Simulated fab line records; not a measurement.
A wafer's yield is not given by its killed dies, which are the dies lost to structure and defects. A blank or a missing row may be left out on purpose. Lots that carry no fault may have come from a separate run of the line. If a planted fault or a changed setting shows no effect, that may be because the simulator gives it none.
Comparing a struck lot with a sound one / flow n5-finfet / 15 out of 1938 route steps
Sound: the wafers L820.1, L820.3, L820.4. Struck: wafer L829.3 (left out: L829.2, L829.4 of the same lot, which were not struck); the cause appears at the end.
Per side, at each step with rows, come the tool, then ch with its chambers, and then its first start. Under that, the readings that differ: sound wafers / struck wafers / difference of the means / sigmas: that difference in standard deviations of wafers without a fault.
alike: readings whose means differ by less than 2 such deviations, and words and numbers that are the same on both sides. not compared: withheld readings, readings that some wafer has no value for, bounds like >300 that may hide the same value, and numbers for which the record gives no deviation and whose values overlap.
A row with sigmas, a row that says differs or no value, or rows on one side alone: a step with any of these is where the two part. Non-overlapping numbers with no deviation appear without sigmas and do not part them. A reading that every wafer of one side lacks parts them only if that side has two wafers or more.

N5_BEOL_M6_CD_MEAS_28: the cd target is 40 nm.
  sound on cd-sem-01 ch 0, day 10 22:28; struck on cd-sem-01 ch 0, day 13 06:35
reading=cd-nm (nm); sound=40.64 40.47 40.24; struck=39.84; difference=-0.61; sigmas=-3
N5_BEOL_M6_OVL_MEAS_29:
  sound on overlay-01 ch 0, day 10 22:30; struck on overlay-01 ch 0, day 13 06:38
  alike: V5_OVL
N5_BEOL_M6_INSPECT_30: inspects for defects (brightfield).
  struck on defect-inspect-01, day 13 06:41; sound on defect-inspect-01, day 10 22:34
  alike: raw-defect-count
N5_BEOL_M6_DESCUM_33: chemistry O2, time 7 s.
  sound on rie-diel-05 ch 0,1,2, day 10 22:44; struck on rie-diel-02 ch 0, day 13 06:45
  alike: bias-power-w, drypump-motor-current-A, oes-product-au, rf-vpp-V, showerhead-plenum-p-Torr, throttle-valve-pct
  not compared: rf-hours-counter-h
N5_BEOL_M6_ETCH_72: etches underlayer in N2/H2, target depth 6.5 nm, time 5.2 s.
  sound on rie-diel-05 ch 0,1,2, day 10 22:46; struck on rie-diel-02 ch 0, day 13 06:47
  alike: bias-w, drypump-motor-current-A, etch-rf-on-time-s, oes-product-au, rf-vpp-V, showerhead-plenum-p-Torr, throttle-valve-pct
  not compared: rf-hours-counter-h
N5_BEOL_M6_ETCH_65: etches SiARC in CF4, target depth 15.6 nm, time 26 s.
  sound on rie-diel-05 ch 0,1,2, day 10 22:47; struck on rie-diel-02 ch 0, day 13 06:48
  alike: bias-w, drypump-motor-current-A, etch-rf-on-time-s, oes-product-au, rf-vpp-V, showerhead-plenum-p-Torr, throttle-valve-pct
  not compared: rf-hours-counter-h
then, 3 steps without rows for these wafers: N5_BEOL_M6_ETCH_66 (etches SOC in N2/H2, target depth 80 nm, overetch 16 nm, time 120 s); N5_BEOL_M6_STRIP_69 (strips in N2/H2); N5_BEOL_M6_STRIP_73 (strips in N2/H2).
N5_BEOL_M6_VIA_ETCH_34: etches SiCOH lowk in C4F6/O2, target depth 126.3 nm, time 50.9 s.
  sound on rie-diel-05 ch 0,1,2, day 10 22:55; struck on rie-diel-02 ch 0, day 13 06:56
  alike: bias-w, drypump-motor-current-A, oes-product-au, rf-vpp-V, showerhead-plenum-p-Torr, throttle-valve-pct
  not compared: rf-hours-counter-h
then, 2 steps without rows for these wafers: N5_BEOL_M6_STRIP_76 (strips in C4F6/O2); N5_BEOL_M6_STRIP_36 (strips in N2/H2).
N5_BEOL_M6_TRENCH_ETCH_37: etches SiCOH lowk in C4F6/O2, target depth 94.435 nm, time 31.5 s.
  sound on rie-diel-05 ch 0,1,2, day 10 23:01; struck on rie-diel-02 ch 0, day 13 07:01
reading=bias-w (W); sound=185.7 184.9 184.0; struck=175.3; difference=-9.6; sigmas=-16
reading=rf-vpp-V (V); sound=671 666 675; struck=637; difference=-34; sigmas=-7
  alike: drypump-motor-current-A, oes-product-au, showerhead-plenum-p-Torr, throttle-valve-pct
  not compared: rf-hours-counter-h
N5_BEOL_M6_ETCH_41: etches SiCN in CH3F/O2, target depth 29.7 nm, time 52 s.
  sound: rie-diel-05 ch 0,1,2; struck: rie-diel-02 ch 0
  alike: bias-w, drypump-motor-current-A, oes-product-au, rf-vpp-V, showerhead-plenum-p-Torr, throttle-valve-pct
  not compared: rf-hours-counter-h
-- record jumps: 4 days separate the struck wafers' starts on either side; left off in module BEOL_M6, taken up again in module PASSIVATION, whose first shown step is the route's number 1936 --
N5_PASSIVATION_PROBE_49:
  only the struck wafers here have rows in the record (prober-02, day 17 06:52); the sound ones have none

## WHERE THEY PART
At N5_BEOL_M6_CD_MEAS_28 first; at N5_PASSIVATION_PROBE_49 last (within this record only).

WHY: the cause the simulator had injected
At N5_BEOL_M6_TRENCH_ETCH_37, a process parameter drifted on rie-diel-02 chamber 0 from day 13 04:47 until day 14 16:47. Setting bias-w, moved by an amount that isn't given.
